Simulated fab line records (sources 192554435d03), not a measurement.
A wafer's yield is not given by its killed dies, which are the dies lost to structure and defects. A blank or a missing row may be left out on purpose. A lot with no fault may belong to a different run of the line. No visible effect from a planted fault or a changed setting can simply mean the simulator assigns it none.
Which of the tools did it? || flow n5Finfet || 9 lots with 27 wafers sampled at 5 steps, on a route of 1938 steps

WHAT EACH GAUGE READ, for each wafer
N5_BEOL_M4_RC_MEAS_101.
{"lot": "L321", "measured": "day 7 20:11", "on": "prober-02", "DIBL_N (mV/V)": "36.5 37.0 37.2", "DIBL_P (mV/V)": "35.4 36.7 36.3", "IOFF_N (nA/um)": "0.134 0.155 0.149", "IOFF_P (nA/um)": "0.171 0.186 0.185", "ION_N (uA/um)": "664 688 660", "ION_P (uA/um)": "453 458 451", "SS_N (mV/dec)": "71.2 70.7 70.8", "SS_P (mV/dec)": "73.7 73.7 73.2", "VT_N (mV)": "250.4 248.1 251.0", "VT_P (mV)": "-256.0 -253.7 -256.5"}
{"lot": "L324", "measured": "day 8 15:07", "on": "prober-01", "DIBL_N (mV/V)": "36.4 34.1 35.7", "DIBL_P (mV/V)": "36.9 34.1 35.4", "IOFF_N (nA/um)": "0.153 0.111 0.134", "IOFF_P (nA/um)": "0.173 0.145 0.160", "ION_N (uA/um)": "671 657 656", "ION_P (uA/um)": "455 440 447", "SS_N (mV/dec)": "71.8 70.8 71.7", "SS_P (mV/dec)": "73.3 72.7 73.6", "VT_N (mV)": "248.6 256.2 252.8", "VT_P (mV)": "-253.4 -257.7 -254.4"}
{"lot": "L326", "measured": "day 9 03:50", "on": "prober-01", "DIBL_N (mV/V)": "36.7 38.0 37.8", "DIBL_P (mV/V)": "33.8 35.8 35.7", "IOFF_N (nA/um)": "0.152 0.176 0.173", "IOFF_P (nA/um)": "0.187 0.214 0.210", "ION_N (uA/um)": "670 691 678", "ION_P (uA/um)": "459 470 457", "SS_N (mV/dec)": "71.3 71.4 72.0", "SS_P (mV/dec)": "72.3 74.1 73.6", "VT_N (mV)": "250.7 247.4 246.8", "VT_P (mV)": "-252.1 -250.6 -251.4"}
{"lot": "L330", "measured": "day 10 00:44", "on": "prober-01", "DIBL_N (mV/V)": "38.2 38.7 38.6", "DIBL_P (mV/V)": "35.8 36.1 36.6", "IOFF_N (nA/um)": "0.172 0.184 0.187", "IOFF_P (nA/um)": "0.221 0.239 0.254", "ION_N (uA/um)": "674 681 675", "ION_P (uA/um)": "459 470 465", "SS_N (mV/dec)": "72.2 72.0 71.8", "SS_P (mV/dec)": "73.0 73.4 73.6", "VT_N (mV)": "249.4 246.6 245.5", "VT_P (mV)": "-249.3 -247.6 -248.3"}
{"lot": "L338", "measured": "day 12 08:25", "on": "prober-01", "DIBL_N (mV/V)": "37.9 36.9 38.5", "DIBL_P (mV/V)": "38.7 37.5 39.4", "IOFF_N (nA/um)": "0.222 0.207 0.247", "IOFF_P (nA/um)": "0.244 0.225 0.256", "ION_N (uA/um)": "696 697 703", "ION_P (uA/um)": "468 468 469", "SS_N (mV/dec)": "72.3 71.7 71.3", "SS_P (mV/dec)": "73.6 74.4 74.2", "VT_N (mV)": "246.7 245.8 242.5", "VT_P (mV)": "-248.5 -249.9 -246.1"}
{"lot": "L341", "measured": "day 13 00:23", "on": "prober-01", "DIBL_N (mV/V)": "37.0 36.1 36.7", "DIBL_P (mV/V)": "37.4 36.9 37.4", "IOFF_N (nA/um)": "0.161 0.150 0.152", "IOFF_P (nA/um)": "0.218 0.207 0.208", "ION_N (uA/um)": "674 677 669", "ION_P (uA/um)": "463 464 464", "SS_N (mV/dec)": "71.5 72.0 71.9", "SS_P (mV/dec)": "73.1 72.8 73.1", "VT_N (mV)": "247.9 247.4 248.8", "VT_P (mV)": "-252.6 -249.7 -250.3"}
{"lot": "L342", "measured": "day 13 03:38", "on": "prober-02", "DIBL_N (mV/V)": "35.1 34.7 35.5", "DIBL_P (mV/V)": "34.9 34.4 35.5", "IOFF_N (nA/um)": "0.159 0.146 0.157", "IOFF_P (nA/um)": "0.175 0.169 0.187", "ION_N (uA/um)": "681 674 667", "ION_P (uA/um)": "458 457 455", "SS_N (mV/dec)": "71.7 71.1 71.8", "SS_P (mV/dec)": "73.1 73.1 72.9", "VT_N (mV)": "250.2 249.3 249.2", "VT_P (mV)": "-254.8 -252.5 -254.0"}
{"lot": "L343", "measured": "day 13 16:01", "on": "prober-02", "DIBL_N (mV/V)": "35.5 36.0 36.3", "DIBL_P (mV/V)": "35.8 36.8 36.5", "IOFF_N (nA/um)": "0.140 0.158 0.155", "IOFF_P (nA/um)": "0.200 0.221 0.216", "ION_N (uA/um)": "660 670 665", "ION_P (uA/um)": "457 465 464", "SS_N (mV/dec)": "71.3 72.0 71.7", "SS_P (mV/dec)": "72.4 73.2 72.3", "VT_N (mV)": "250.5 249.4 251.5", "VT_P (mV)": "-249.5 -250.0 -250.7"}
{"lot": "L344", "measured": "day 13 15:23", "on": "prober-02", "DIBL_N (mV/V)": "37.4 36.6 37.8", "DIBL_P (mV/V)": "37.1 36.1 36.8", "IOFF_N (nA/um)": "0.184 0.164 0.174", "IOFF_P (nA/um)": "0.225 0.212 0.218", "ION_N (uA/um)": "675 674 678", "ION_P (uA/um)": "464 457 459", "SS_N (mV/dec)": "71.4 71.6 71.2", "SS_P (mV/dec)": "73.8 73.7 74.1", "VT_N (mV)": "246.9 251.0 249.6", "VT_P (mV)": "-250.5 -251.4 -249.9"}

WHICH TOOL RAN EACH LOT (tool, then ch and the chambers of the sampled wafers, then the start)
{"lot": "L321", "N5_GATE_CUT_CUT_ETCH_54": "rieMetal-01 ch 0,1, day 4 12:10", "N5_GATE_CUT_VAPOR_ETCH_48": "rieMetal-01 ch 0,1, day 4 12:17", "N5_GATE_CUT_VAPOR_ETCH_49": "rieMetal-01 ch 0,1, day 4 12:19", "N5_GATE_CUT_ALD_22": "aldSin-03 ch 0,2,3, day 4 12:34"}
{"lot": "L324", "N5_GATE_CUT_CUT_ETCH_54": "rieMetal-03 ch 0,1, day 5 05:18", "N5_GATE_CUT_VAPOR_ETCH_48": "rieMetal-03 ch 0,1, day 5 05:25", "N5_GATE_CUT_VAPOR_ETCH_49": "rieMetal-03 ch 0,1, day 5 05:27", "N5_GATE_CUT_ALD_22": "aldSin-04 ch 1,2, day 5 05:44"}
{"lot": "L326", "N5_GATE_CUT_CUT_ETCH_54": "rieMetal-02 ch 0,1, day 5 18:57", "N5_GATE_CUT_VAPOR_ETCH_48": "rieMetal-02 ch 0,1, day 5 19:04", "N5_GATE_CUT_VAPOR_ETCH_49": "rieMetal-02 ch 0,1, day 5 19:05", "N5_GATE_CUT_ALD_22": "aldSin-03 ch 0,1,3, day 5 19:19"}
{"lot": "L330", "N5_GATE_CUT_CUT_ETCH_54": "rieMetal-03 ch 0, day 6 17:35", "N5_GATE_CUT_VAPOR_ETCH_48": "rieMetal-03 ch 0, day 6 17:49", "N5_GATE_CUT_VAPOR_ETCH_49": "rieMetal-03 ch 0, day 6 17:53", "N5_GATE_CUT_ALD_22": "aldSin-04 ch 0,1,2, day 6 18:10"}
{"lot": "L338", "N5_GATE_CUT_CUT_ETCH_54": "rieMetal-03 ch 0,1, day 8 20:58", "N5_GATE_CUT_VAPOR_ETCH_48": "rieMetal-03 ch 0,1, day 8 21:05", "N5_GATE_CUT_VAPOR_ETCH_49": "rieMetal-03 ch 0,1, day 8 21:07", "N5_GATE_CUT_ALD_22": "aldSin-03 ch 0,1, day 9 00:57"}
{"lot": "L341", "N5_GATE_CUT_CUT_ETCH_54": "rieMetal-01 ch 0,1, day 9 11:40", "N5_GATE_CUT_VAPOR_ETCH_48": "rieMetal-01 ch 0,1, day 9 11:47", "N5_GATE_CUT_VAPOR_ETCH_49": "rieMetal-01 ch 0,1, day 9 11:49", "N5_GATE_CUT_ALD_22": "aldSin-02 ch 0,1,2, day 9 12:19"}
{"lot": "L342", "N5_GATE_CUT_CUT_ETCH_54": "rieMetal-02 ch 0,1, day 9 21:22", "N5_GATE_CUT_VAPOR_ETCH_48": "rieMetal-02 ch 0,1, day 9 21:29", "N5_GATE_CUT_VAPOR_ETCH_49": "rieMetal-02 ch 0,1, day 9 21:31", "N5_GATE_CUT_ALD_22": "aldSin-02 ch 0,1, day 9 21:46"}
{"lot": "L343", "N5_GATE_CUT_CUT_ETCH_54": "rieMetal-01 ch 0,1, day 10 04:05", "N5_GATE_CUT_VAPOR_ETCH_48": "rieMetal-01 ch 0,1, day 10 04:12", "N5_GATE_CUT_VAPOR_ETCH_49": "rieMetal-01 ch 0,1, day 10 04:14", "N5_GATE_CUT_ALD_22": "aldSin-02 ch 2,3, day 10 04:28"}
{"lot": "L344", "N5_GATE_CUT_CUT_ETCH_54": "rieMetal-01 ch 0,1, day 10 08:05", "N5_GATE_CUT_VAPOR_ETCH_48": "rieMetal-01 ch 0,1, day 10 08:12", "N5_GATE_CUT_VAPOR_ETCH_49": "rieMetal-01 ch 0,1, day 10 08:14", "N5_GATE_CUT_ALD_22": "aldSin-03 ch 0,1,2, day 10 08:27"}
- N5_GATE_CUT_CUT_ETCH_54: etches TiN in Cl2/BCl3, target depth 96.7 nm.
- N5_GATE_CUT_VAPOR_ETCH_48: etches TiN in BCl3/Cl2.
- N5_GATE_CUT_VAPOR_ETCH_49: etches TiAlC in BCl3/Cl2.
- N5_GATE_CUT_ALD_22: deposits SiNx, target thk 16 nm, pulse time 1 s, ald cycles 320.

AS READ BY THE TOOLS THEMSELVES (means over the sampled wafers that have a number; for cases with no such wafer, the mark the record gives instead)
N5_GATE_CUT_CUT_ETCH_54.
{"lot": "L321", "tool": "rieMetal-01", "drypumpMotorCurrentA (A)": 5.8, "etchRfOnTimeS (s)": 36.5, "heBacksideLeakSccm (sccm)": 3.35, "mfcArSccm (sccm)": 25.06, "oes_ar_750_au (a.u.)": 0.77, "oesProductAu (a.u.)": 0.71, "throttleValvePct (%)": 22.28}
{"lot": "L324", "tool": "rieMetal-03", "drypumpMotorCurrentA (A)": 5.6, "etchRfOnTimeS (s)": 37.2, "heBacksideLeakSccm (sccm)": 3.63, "mfcArSccm (sccm)": 24.96, "oes_ar_750_au (a.u.)": 0.65, "oesProductAu (a.u.)": 0.58, "throttleValvePct (%)": 22.59}
{"lot": "L326", "tool": "rieMetal-02", "drypumpMotorCurrentA (A)": 6.6, "etchRfOnTimeS (s)": 36.2, "heBacksideLeakSccm (sccm)": 3.54, "mfcArSccm (sccm)": 25.03, "oes_ar_750_au (a.u.)": 0.83, "oesProductAu (a.u.)": 0.75, "throttleValvePct (%)": 22.24}
{"lot": "L330", "tool": "rieMetal-03", "drypumpMotorCurrentA (A)": 6.2, "etchRfOnTimeS (s)": 36.7, "heBacksideLeakSccm (sccm)": 3.65, "mfcArSccm (sccm)": 25.02, "oes_ar_750_au (a.u.)": 0.78, "oesProductAu (a.u.)": 0.70, "throttleValvePct (%)": 22.17}
{"lot": "L338", "tool": "rieMetal-03", "drypumpMotorCurrentA (A)": 5.6, "etchRfOnTimeS (s)": 32.8, "heBacksideLeakSccm (sccm)": 3.43, "mfcArSccm (sccm)": 25.05, "oes_ar_750_au (a.u.)": 0.88, "oesProductAu (a.u.)": 0.86, "throttleValvePct (%)": 22.23}
{"lot": "L341", "tool": "rieMetal-01", "drypumpMotorCurrentA (A)": 5.9, "etchRfOnTimeS (s)": 36.6, "heBacksideLeakSccm (sccm)": 3.67, "mfcArSccm (sccm)": 25.00, "oes_ar_750_au (a.u.)": 0.70, "oesProductAu (a.u.)": 0.63, "throttleValvePct (%)": 22.37}
{"lot": "L342", "tool": "rieMetal-02", "drypumpMotorCurrentA (A)": 6.5, "etchRfOnTimeS (s)": 35.8, "heBacksideLeakSccm (sccm)": 3.47, "mfcArSccm (sccm)": 25.07, "oes_ar_750_au (a.u.)": 0.80, "oesProductAu (a.u.)": 0.73, "throttleValvePct (%)": 22.09}
{"lot": "L343", "tool": "rieMetal-01", "drypumpMotorCurrentA (A)": 5.9, "etchRfOnTimeS (s)": 35.9, "heBacksideLeakSccm (sccm)": 3.63, "mfcArSccm (sccm)": 25.07, "oes_ar_750_au (a.u.)": 0.70, "oesProductAu (a.u.)": 0.64, "throttleValvePct (%)": 22.37}
{"lot": "L344", "tool": "rieMetal-01", "drypumpMotorCurrentA (A)": 5.9, "etchRfOnTimeS (s)": 36.8, "heBacksideLeakSccm (sccm)": 3.23, "mfcArSccm (sccm)": 24.95, "oes_ar_750_au (a.u.)": 0.69, "oesProductAu (a.u.)": 0.63, "throttleValvePct (%)": 22.39}

N5_GATE_CUT_VAPOR_ETCH_48.
{"lot": "L321", "tool": "rieMetal-01", "drypumpMotorCurrentA (A)": 5.7, "heBacksideLeakSccm (sccm)": 3.39, "oesProductAu (a.u.)": 0.79}
{"lot": "L324", "tool": "rieMetal-03", "drypumpMotorCurrentA (A)": 5.6, "heBacksideLeakSccm (sccm)": 3.47, "oesProductAu (a.u.)": 0.65}
{"lot": "L326", "tool": "rieMetal-02", "drypumpMotorCurrentA (A)": 6.6, "heBacksideLeakSccm (sccm)": 3.46, "oesProductAu (a.u.)": 0.83}
{"lot": "L330", "tool": "rieMetal-03", "drypumpMotorCurrentA (A)": 6.2, "heBacksideLeakSccm (sccm)": 3.43, "oesProductAu (a.u.)": 0.78}
{"lot": "L338", "tool": "rieMetal-03", "drypumpMotorCurrentA (A)": 5.6, "heBacksideLeakSccm (sccm)": 3.42, "oesProductAu (a.u.)": 0.88}
{"lot": "L341", "tool": "rieMetal-01", "drypumpMotorCurrentA (A)": 5.9, "heBacksideLeakSccm (sccm)": 3.41, "oesProductAu (a.u.)": 0.71}
{"lot": "L342", "tool": "rieMetal-02", "drypumpMotorCurrentA (A)": 6.5, "heBacksideLeakSccm (sccm)": 3.70, "oesProductAu (a.u.)": 0.79}
{"lot": "L343", "tool": "rieMetal-01", "drypumpMotorCurrentA (A)": 5.9, "heBacksideLeakSccm (sccm)": 3.43, "oesProductAu (a.u.)": 0.71}
{"lot": "L344", "tool": "rieMetal-01", "drypumpMotorCurrentA (A)": 5.9, "heBacksideLeakSccm (sccm)": 3.33, "oesProductAu (a.u.)": 0.70}

N5_GATE_CUT_VAPOR_ETCH_49.
{"lot": "L321", "tool": "rieMetal-01", "drypumpMotorCurrentA (A)": 5.8, "heBacksideLeakSccm (sccm)": 3.51, "oesProductAu (a.u.)": 0.78}
{"lot": "L324", "tool": "rieMetal-03", "drypumpMotorCurrentA (A)": 5.6, "heBacksideLeakSccm (sccm)": 3.74, "oesProductAu (a.u.)": 0.65}
{"lot": "L326", "tool": "rieMetal-02", "drypumpMotorCurrentA (A)": 6.6, "heBacksideLeakSccm (sccm)": 3.44, "oesProductAu (a.u.)": 0.83}
{"lot": "L330", "tool": "rieMetal-03", "drypumpMotorCurrentA (A)": 6.2, "heBacksideLeakSccm (sccm)": 3.49, "oesProductAu (a.u.)": 0.77}
{"lot": "L338", "tool": "rieMetal-03", "drypumpMotorCurrentA (A)": 5.6, "heBacksideLeakSccm (sccm)": 3.39, "oesProductAu (a.u.)": 0.88}
{"lot": "L341", "tool": "rieMetal-01", "drypumpMotorCurrentA (A)": 5.9, "heBacksideLeakSccm (sccm)": 3.59, "oesProductAu (a.u.)": 0.70}
{"lot": "L342", "tool": "rieMetal-02", "drypumpMotorCurrentA (A)": 6.5, "heBacksideLeakSccm (sccm)": 3.51, "oesProductAu (a.u.)": 0.80}
{"lot": "L343", "tool": "rieMetal-01", "drypumpMotorCurrentA (A)": 5.9, "heBacksideLeakSccm (sccm)": 3.54, "oesProductAu (a.u.)": 0.70}
{"lot": "L344", "tool": "rieMetal-01", "drypumpMotorCurrentA (A)": 5.9, "heBacksideLeakSccm (sccm)": 3.59, "oesProductAu (a.u.)": 0.70}

N5_GATE_CUT_ALD_22.
{"lot": "L321", "tool": "aldSin-03", "chamberPressureTorr (Torr)": 2.001, "heaterPowerW (W)": 833, "precursorPulseHeightRel": 0.981}
{"lot": "L324", "tool": "aldSin-04", "chamberPressureTorr (Torr)": 1.995, "heaterPowerW (W)": 818, "precursorPulseHeightRel": 1.013}
{"lot": "L326", "tool": "aldSin-03", "chamberPressureTorr (Torr)": 1.996, "heaterPowerW (W)": 808, "precursorPulseHeightRel": 1.023}
{"lot": "L330", "tool": "aldSin-04", "chamberPressureTorr (Torr)": 1.999, "heaterPowerW (W)": 890, "precursorPulseHeightRel": 1.003}
{"lot": "L338", "tool": "aldSin-03", "chamberPressureTorr (Torr)": 2.005, "heaterPowerW (W)": 834, "precursorPulseHeightRel": 0.999}
{"lot": "L341", "tool": "aldSin-02", "chamberPressureTorr (Torr)": 2.001, "heaterPowerW (W)": 792, "precursorPulseHeightRel": 0.994}
{"lot": "L342", "tool": "aldSin-02", "chamberPressureTorr (Torr)": 2.002, "heaterPowerW (W)": 738, "precursorPulseHeightRel": 0.994}
{"lot": "L343", "tool": "aldSin-02", "chamberPressureTorr (Torr)": 2.005, "heaterPowerW (W)": 894, "precursorPulseHeightRel": 1.002}
{"lot": "L344", "tool": "aldSin-03", "chamberPressureTorr (Torr)": 2.001, "heaterPowerW (W)": 789, "precursorPulseHeightRel": 1.000}

THE ANSWER, worked out from the rows above alone
Rule: what is usual is taken from the lots themselves. The widest of any qualifying gaps counts: lots, ordered by their means at a reading, are off when they make up no more than a third of the lots, leave a main group of 4 or more, and stand apart from it by 3 or more times the standard deviation of that group's means. The tables above print the reading to a certain number of digits; a main group whose means all agree to those digits is not used. A lot without any number at a reading at which 4 lots or more have one is off too. Any other lot the step has rows for is counted as sound. The gauges are gone through in route order, then the tools' own readings, and for those a lot's mean is taken as printed above. The first step at which some lot is off is used, and at that step the reading that is off furthest; a lot without a number counts as furthest.
Off: at N5_BEOL_M4_RC_MEAS_101 (ION_N), L338. The main group: mean 672 uA/um, standard deviation 5.7.
If a tool, at a process step before that reading, ran all the lots that are off and no sound lot after the first of them, it fits. Not tried: the gauges at N5_BEOL_M4_RC_MEAS_101; whatever is off there is also off at N5_GATE_CUT_CUT_ETCH_54, on other tools, and gauge error can't account for it. One fits: N5_GATE_CUT_CUT_ETCH_54 and N5_GATE_CUT_VAPOR_ETCH_48 and N5_GATE_CUT_VAPOR_ETCH_49 on rieMetal-03. At N5_GATE_CUT_CUT_ETCH_54 its last sound lot is L330 (day 6 17:35), its first lot that is off L338 (day 8 20:58): a fault that began between those two fits.
The tool's own readings at N5_GATE_CUT_CUT_ETCH_54 bear it out: on the lots that are off they differ by more than 5 times the standard deviation of the sound lots' means. etchRfOnTimeS reads 32.8 s there against 36.5 s on the sound lots.

WHAT HAD BEEN PUT IN BY THE SIMULATOR
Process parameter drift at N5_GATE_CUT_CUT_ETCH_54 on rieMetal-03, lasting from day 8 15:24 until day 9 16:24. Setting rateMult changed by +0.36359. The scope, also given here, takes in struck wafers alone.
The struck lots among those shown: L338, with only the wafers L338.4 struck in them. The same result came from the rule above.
